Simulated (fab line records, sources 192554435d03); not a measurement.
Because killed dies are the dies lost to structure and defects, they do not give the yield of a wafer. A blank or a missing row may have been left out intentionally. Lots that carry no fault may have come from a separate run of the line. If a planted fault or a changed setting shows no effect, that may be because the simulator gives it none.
The tool behind it: which one? -- flow n5 finfet -- 36 wafers sampled from 12 lots at 1 step of a route of 1938

== WHAT EACH GAUGE READ, for each wafer ==
N5_BEOL_M4_CD_MEAS_28: target cd 26.2 nm, target cd y 24.1 nm.
lot,measured,on,cd nm (nm)
L075,day 7 21:36,cd sem-02,26.35 26.42 26.44
L077,day 8 11:08,cd sem-01,26.26 26.16 26.06
L080,day 9 01:01,cd sem-01,25.98 26.28 26.46
L081,day 9 11:42,cd sem-02,26.45 26.05 25.96
L084,day 9 17:08,cd sem-03,26.46 26.39 26.22
L085,day 10 03:13,cd sem-01,26.34 26.17 26.28
L088,day 10 23:01,cd sem-03,26.13 26.60 26.19
L089,day 11 12:17,cd sem-01,26.41 26.09 26.14
L092,day 11 15:41,cd sem-02,25.95 26.33 26.37
L093,day 12 02:55,cd sem-02,26.30 26.35 26.18
L095,day 13 04:20,cd sem-03,26.15 26.58 26.51
L097,day 13 10:36,cd sem-03,25.99 26.13 25.82

== WHAT TOOL EACH LOT RAN ON (gives the tool, then ch and the chambers of the sampled wafers, and finally the start) ==
No process step before these readings appears in the record.

== THE ANSWER, worked out from the rows above alone ==
Rule: the lots themselves supply what counts as usual. Put in order of their means at a reading, lots are off if they are a third of the lots or fewer, leave a main group of 4 or more, and stand apart from it by a gap of 3 or more times the standard deviation of the main group's means; of several such gaps the widest counts. A main group is skipped when, at the precision printed for the reading in the tables above, its means are all equal. Also off: a lot with no number at a reading for which 4 or more lots have one. Where the step has rows for the other lots, those lots are counted as sound.
No lot is off at any reading shown: from this, nothing can be told.

== WHAT THE SIMULATOR HAD INSERTED ==
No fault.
